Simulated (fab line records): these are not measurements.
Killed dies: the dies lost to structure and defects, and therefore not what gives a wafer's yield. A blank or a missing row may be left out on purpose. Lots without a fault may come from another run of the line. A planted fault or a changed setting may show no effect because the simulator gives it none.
The tool behind it: which one? / flow n5Finfet / 8 lots, 24 wafers sampled, at 5 steps of a route of 1938

WHAT THE GAUGES SHOWED, per wafer
N5_SD_EPI_P_INSPECT_26: inspects for defects (darkfield).
lot=L431; measured=day 3 10:25; on=defectInspect-02; rawDefectCount=162 178 172
lot=L433; measured=day 4 00:44; on=defectInspect-01; rawDefectCount=153 148 139
lot=L437; measured=day 4 23:53; on=defectInspect-01; rawDefectCount=190 180 155
lot=L438; measured=day 5 03:00; on=defectInspect-01; rawDefectCount=187 253 1071
lot=L446; measured=day 7 02:16; on=defectInspect-01; rawDefectCount=143 215 193
lot=L452; measured=day 8 16:18; on=defectInspect-02; rawDefectCount=187 155 177
lot=L453; measured=day 8 23:48; on=defectInspect-01; rawDefectCount=209 188 169
lot=L454; measured=day 9 02:31; on=defectInspect-01; rawDefectCount=199 171 185

EACH LOT AND THE TOOL THAT RAN IT (in order: tool; ch and the chambers of the sampled wafers; start)
lot=L431; N5_SD_EPI_P_DESCUM_14=rieDiel-03 ch 1,2, day 3 05:52; N5_SD_EPI_P_ETCHBACK_46=rieDiel-03 ch 1,2, day 3 06:16; N5_SD_EPI_P_ETCH_16=rieDiel-03 ch 1,2, day 3 06:28; N5_SD_EPI_P_SD_RECESS_17=rieSi-05 ch 2,3, day 3 06:33
lot=L433; N5_SD_EPI_P_DESCUM_14=rieDiel-01 ch 0,2, day 3 19:04; N5_SD_EPI_P_ETCHBACK_46=rieDiel-01 ch 0,2, day 3 19:29; N5_SD_EPI_P_ETCH_16=rieDiel-01 ch 0,2, day 3 19:41; N5_SD_EPI_P_SD_RECESS_17=rieSi-05 ch 0,2,3, day 3 19:45
lot=L437; N5_SD_EPI_P_DESCUM_14=rieDiel-02 ch 1,3, day 4 20:10; N5_SD_EPI_P_ETCHBACK_46=rieDiel-02 ch 1,3, day 4 20:35; N5_SD_EPI_P_ETCH_16=rieDiel-02 ch 1,3, day 4 20:47; N5_SD_EPI_P_SD_RECESS_17=rieSi-05 ch 2,3, day 4 20:52
lot=L438; N5_SD_EPI_P_DESCUM_14=rieDiel-03 ch 0,1,3, day 4 23:17; N5_SD_EPI_P_ETCHBACK_46=rieDiel-03 ch 0,1,3, day 4 23:41; N5_SD_EPI_P_ETCH_16=rieDiel-03 ch 0,1,3, day 4 23:53; N5_SD_EPI_P_SD_RECESS_17=rieSi-01 ch 0,1,3, day 4 23:58
lot=L446; N5_SD_EPI_P_DESCUM_14=rieDiel-02 ch 1,2, day 6 22:32; N5_SD_EPI_P_ETCHBACK_46=rieDiel-02 ch 1,2, day 6 22:57; N5_SD_EPI_P_ETCH_16=rieDiel-02 ch 1,2, day 6 23:09; N5_SD_EPI_P_SD_RECESS_17=rieSi-01 ch 1,2,3, day 6 23:13
lot=L452; N5_SD_EPI_P_DESCUM_14=rieDiel-03 ch 1,2,3, day 8 12:34; N5_SD_EPI_P_ETCHBACK_46=rieDiel-03 ch 1,2,3, day 8 12:59; N5_SD_EPI_P_ETCH_16=rieDiel-03 ch 1,2,3, day 8 13:11; N5_SD_EPI_P_SD_RECESS_17=rieSi-02 ch 0,2, day 8 13:16
lot=L453; N5_SD_EPI_P_DESCUM_14=rieDiel-03 ch 0,2,3, day 8 19:14; N5_SD_EPI_P_ETCHBACK_46=rieDiel-03 ch 0,2,3, day 8 19:39; N5_SD_EPI_P_ETCH_16=rieDiel-03 ch 0,2,3, day 8 19:51; N5_SD_EPI_P_SD_RECESS_17=rieSi-02 ch 0,1, day 8 19:55
lot=L454; N5_SD_EPI_P_DESCUM_14=rieDiel-03 ch 0,1,3, day 8 22:46; N5_SD_EPI_P_ETCHBACK_46=rieDiel-03 ch 0,1,3, day 8 23:11; N5_SD_EPI_P_ETCH_16=rieDiel-03 ch 0,1,3, day 8 23:23; N5_SD_EPI_P_SD_RECESS_17=rieSi-01 ch 1,2,3, day 8 23:28
- N5_SD_EPI_P_DESCUM_14: chemistry O2, time 7.9 s.
- N5_SD_EPI_P_ETCHBACK_46: etches SiNx in CH3F/O2, stops on SiO2, target depth 17.5 nm.
- N5_SD_EPI_P_ETCH_16: etches SiO2 in CHF3/O2, target depth 5 nm.
- N5_SD_EPI_P_SD_RECESS_17: chemistry HBr/Cl2/O2, target depth 39.1 nm, bt time 3 s.

THE ANSWER, worked out from the rows above alone
Rule: what is usual is taken from the lots themselves. The widest of any qualifying gaps counts: lots, ordered by their means at a reading, are off when they make up no more than a third of the lots, leave a main group of 4 or more, and stand apart from it by 3 or more times the standard deviation of that group's means. Not used: any main group whose means are identical at the precision the tables above print for the reading. Also off: a lot with no number at a reading for which 4 or more lots have one. Where the step has rows for the other lots, those lots are counted as sound.
Off: L438, at N5_SD_EPI_P_INSPECT_26 (rawDefectCount). The main group: mean 175, standard deviation 13.
If a tool, at a process step before that reading, ran all the lots that are off and no sound lot after the first of them, it fits. Those tools and the gauges at N5_SD_EPI_P_INSPECT_26 are tried in the same way. No candidate that was tried fits.

WHAT HAD BEEN PUT IN BY THE SIMULATOR
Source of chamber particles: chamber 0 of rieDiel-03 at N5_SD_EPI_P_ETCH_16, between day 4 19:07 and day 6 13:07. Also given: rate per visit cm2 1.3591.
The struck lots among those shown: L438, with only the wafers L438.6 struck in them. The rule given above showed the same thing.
